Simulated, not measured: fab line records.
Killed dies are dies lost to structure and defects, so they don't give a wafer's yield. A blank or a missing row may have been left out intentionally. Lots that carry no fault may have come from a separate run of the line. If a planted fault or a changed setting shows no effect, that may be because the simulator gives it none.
Comparing a struck lot with a sound one -- flow n5Finfet -- 16 out of 1938 route steps
Sound: these wafers, L640.3, L640.4, L640.6. Struck: wafers L650.2, L650.6 (left out: L650.5, a lot-mate that was not struck); the cause follows at the end.
At each step with rows: each side's tool, then ch and its chambers, then its first start. Under that, the readings that differ: sound wafers -- struck wafers -- difference of the means -- sigmas: that difference in standard deviations of wafers without a fault.
alike: words and numbers the same on both sides, and readings whose means are apart by under 2 such deviations; not compared: readings that were withheld, readings missing a value for some wafer, numbers with overlapping values and no deviation given by the record, and bounds like >300 which may hide the same value.
Wherever a step has rows on one side only, a row that says differs or no value, or a row with sigmas, the two part there. Numbers that have no deviation but don't overlap get no sigmas and don't part them. A reading missing from all wafers of one side parts the sides only when that side holds two or more wafers.

N5_BEOL_M1_STRIP_36: strips in N2/H2.
  sound on rieDiel-05 ch 2,3, day 6 20:04; struck on rieDiel-02 ch 0,1, day 9 07:40
  alike: drypumpMotorCurrentA, oesProductAu, rfVppV, showerheadPlenumPTorr, throttleValvePct
  not compared: rfHoursCounterH
N5_BEOL_M1_TRENCH_ETCH_37: etches SiOC in C4F6/O2, target depth 55.207 nm, time 29 s.
  sound: rieDiel-05 ch 2,3; struck: rieDiel-02 ch 0,1
  alike: drypumpMotorCurrentA, oesProductAu, rfVppV, showerheadPlenumPTorr, throttleValvePct
  not compared: rfHoursCounterH
N5_BEOL_M1_ETCH_41: etches SiCN in CH3F/O2, target depth 31.9 nm, time 57.8 s.
  sound: rieDiel-05 ch 2,3; struck: rieDiel-02 ch 0,1
  alike: CH3F_flow_sccm, drypumpMotorCurrentA, oesProductAu, rfVppV, showerheadPlenumPTorr, throttleValvePct
  not compared: rfHoursCounterH
N5_BEOL_M1_STRIP_97: strips in N2/H2, time 10 s.
  sound: rieDiel-05 ch 2,3; struck: rieDiel-02 ch 0,1
  alike: drypumpMotorCurrentA, oesProductAu, rfVppV, showerheadPlenumPTorr, throttleValvePct
  not compared: rfHoursCounterH
N5_BEOL_M1_OCD_MEAS_38:
  sound: ocd-01 at day 6 20:16; struck: ocd-02 at day 9 07:52
  alike: trenchDepthNm
then, 4 steps without rows for these wafers: N5_BEOL_M1_HM_STRIP_39 (strips TiN in peroxide tin strip, target depth 25 nm, time 158 s); N5_BEOL_M1_SRD_40 (time 30 s); N5_BEOL_M1_PRECLEAN_42 (cleans in residue remover, time 60 s); N5_BEOL_M1_SRD_43 (time 30 s).
N5_BEOL_M1_CD_MEAS_35: target cd 18 nm, target cd y 21 nm.
  sound: cdSem-01 at day 6 20:25; struck: cdSem-03 at day 9 08:01
  alike: cdNm
N5_BEOL_M1_DEGAS_44: time 60 s.
  sound: pvdSputter-02 at day 6 20:53; struck: pvdSputter-01 at day 9 08:25
  alike: heaterPowerW
then, 1 step without rows for these wafers: N5_BEOL_M1_PRE_CLEAN_45 (time 30 s).
N5_BEOL_M1_ALD_84: deposits TaN, pulse time 2 s, purge time 3 s, co reactant purge time 2 s.
  sound on aldMetal-02 ch 0,2,3, day 6 21:08; struck on aldMetal-02 ch 0,3, day 9 08:31
reading,sound,struck,difference,sigmas
aldCycles,30 30 30,28 28,-2,
  alike: heaterPowerW
following that, these wafers have no rows for 1 step: N5_BEOL_M1_SURFACE_TREAT_85.
N5_BEOL_M4_RC_MEAS_101:
  sound on prober-01 ch 0, day 8 07:28; struck on prober-02 ch 0, day 10 22:13
  alike: DIBL_N, DIBL_P, IOFF_N, IOFF_P, ION_N, ION_P, SS_N, SS_P, VT_N, VT_P
-- here the record skips 5 days between the struck wafers' starts before and after, leaving off in module BEOL_M4 and picking up in module PASSIVATION (first step shown: number 1936 of the route) --
N5_PASSIVATION_PROBE_49:
  sound: prober-02 at day 12 11:50; struck: prober-02 at day 15 11:23
  alike: defectLimitedYield, killed_at_M0_to_M3, killed_at_M4_up, killedAtContacts, killedAtFrontEnd, killedAtOther, killedDies, killedOnRim, killedOpen, killedShort, sort_bin_5_function, sort_bin_6_memory, sortNPass, sortYieldPct

WHERE THEY PART
Nowhere in this record.

WHY: the cause the simulator had injected
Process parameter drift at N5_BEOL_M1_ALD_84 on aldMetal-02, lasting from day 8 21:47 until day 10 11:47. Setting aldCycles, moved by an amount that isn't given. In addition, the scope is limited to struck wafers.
